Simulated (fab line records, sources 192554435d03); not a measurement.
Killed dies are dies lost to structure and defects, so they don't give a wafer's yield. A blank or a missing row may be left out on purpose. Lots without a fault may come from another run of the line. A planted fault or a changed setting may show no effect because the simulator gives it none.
Split-lot experiment | flow n5_finfet | 7 lots, 21 wafers read, on a route of 1938 steps

THE SPLIT
At N5_BEOL_M3_ETCH_64 (etches SOC in N2/H2, target depth 75 nm, overetch 15 nm, time 112.5 s), the setting time_s was moved away from the recipe's 112.5 s on 10 of the 21 wafers read, by -21.0% to +21.1%. The other wafers ran this setting at the recipe's value.

The reading is taken at the split's own step.

THE READING
SiARC_of_BEOL_M3_COAT_62.thk_nm (the simulator's own value, which no gauge read), in nm, at N5_BEOL_M3_ETCH_64 (etches SOC in N2/H2, target depth 75 nm, overetch 15 nm, time 112.5 s). The file gives no usual value for it. The 11 wafers here that ran the recipe average 6.8 nm, standard deviation 0.18 nm.

wafer  | tool, chamber at the split | time_s as run, s | against the recipe | SiARC_of_BEOL_M3_COAT_62.thk_nm, nm | against lot-mates on the recipe
L077.1 | rie_diel-02, 0             | 112.5            | recipe             | 7                                   | -
L077.2 | rie_diel-02, 1             | 112.5            | recipe             | 6.6                                 | -
L077.3 | rie_diel-02, 2             | 112.5            | recipe             | 6.8                                 | -
L082.2 | rie_diel-05, 1             | 112.5            | recipe             | 6.6                                 | -
L082.3 | rie_diel-05, 2             | 135.9            | +20.8%             | 5.8                                 | -1.0
L082.6 | rie_diel-05, 2             | 112.5            | recipe             | 7                                   | -
L084.3 | rie_diel-02, 3             | 112.5            | recipe             | 6.6                                 | -
L084.6 | rie_diel-02, 3             | 112.5            | recipe             | 6.6                                 | -
L084.5 | rie_diel-02, 0             | 131              | +16.4%             | 6.2                                 | -0.4
L085.1 | rie_diel-05, 1             | 128.4            | +14.1%             | 6                                   | no lot-mate on the recipe
L085.5 | rie_diel-05, 0             | 128.4            | +14.1%             | 5.8                                 | no lot-mate on the recipe
L085.6 | rie_diel-05, 3             | 128.4            | +14.1%             | 6.4                                 | no lot-mate on the recipe
L087.2 | rie_diel-05, 2             | 112.5            | recipe             | 7                                   | -
L087.3 | rie_diel-05, 0,1           | 123.1            | +9.4%              | 6                                   | -1.0
L087.6 | rie_diel-05, 0,1           | 123.1            | +9.4%              | 6                                   | -1.0
L089.2 | rie_diel-02, 3             | 136.2            | +21.1%             | 5.4                                 | -1.6
L089.5 | rie_diel-02, 0             | 112.5            | recipe             | 7                                   | -
L089.6 | rie_diel-02, 1             | 136.2            | +21.1%             | 5.6                                 | -1.4
L093.2 | rie_diel-06, 1             | 112.5            | recipe             | 6.8                                 | -
L093.3 | rie_diel-06, 3             | 88.93            | -21.0%             | 7.8                                 | +0.9
L093.6 | rie_diel-06, 2             | 112.5            | recipe             | 7                                   | -
Where a row lists several chambers, the file gives one row for several wafers and doesn't say which wafer went through which chamber.

THE FIT
A straight line over all 21 wafers: SiARC_of_BEOL_M3_COAT_62.thk_nm changes by -0.0536 nm for each +1% of time_s; r = -0.93; the points scatter about the line by 0.22 nm.
The same after taking each lot's own level away (the mean of its wafers on the recipe; 18 wafers): -0.0558 nm for each +1%; r = -0.91; scatter 0.27 nm.
On that fit, the largest move of time_s shifts the reading by 1.2 nm.
The lots' own levels span 6.60 to 7.00 nm, that is 2.2 times the standard deviation above.
So the lot-to-lot level changes the slope little: the two slopes agree.
Check: with one of the wafers moved furthest among these (+21.1%) left out of the fit, the line predicts -1.15 nm for it against its lot-mates. It came out at -1.6 nm against them.

OTHER SPLITS ON THESE WAFERS
These wafers also went through other splits before the reading. Each is held against what the fit with the lots' levels taken away leaves over:
other split on the same wafers   | wafers away from the commonest value | r with SiARC_of_BEOL_M3_COAT_62.thk_nm (lot level and that fit taken away)
N5_BEOL_M0_SAQP_COAT_08 spin_rpm | 3                                    | +0.26
N5_BEOL_M2_DESCUM_16 time_s      | 9                                    | -0.12
N5_BEOL_M2_ETCH_64 source_w      | 10                                   | +0.27

THE WHOLE CHAIN: every reading that the file lists as answering this split, in the file's order
step                  | what it does                                                          | reading                                                                          | change (the file's fit)                                                             | r (the file's)
N5_BEOL_M3_ETCH_64    | etches SOC in N2/H2, target depth 75 nm, overetch 15 nm, time 112.5 s | SiARC_of_BEOL_M3_COAT_62.thk_nm (the simulator's own value, which no gauge read) | -0.0521 nm for each +1% of the setting                                              | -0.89
N5_BEOL_M3_HM_OPEN_17 | chemistry Cl2/BCl3, target TiN, target depth 20 nm, overetch 6 nm     | etch.depth_nm (the simulator's own value, which no gauge read)                   | not straight: 20.2 at the lowest setting, 20.19 at the recipe, 17.88 at the highest | not given

THE FILE'S OWN FIT
SiARC_of_BEOL_M3_COAT_62.thk_nm changes by -0.0521 nm for each +1% of time_s, r = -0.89.
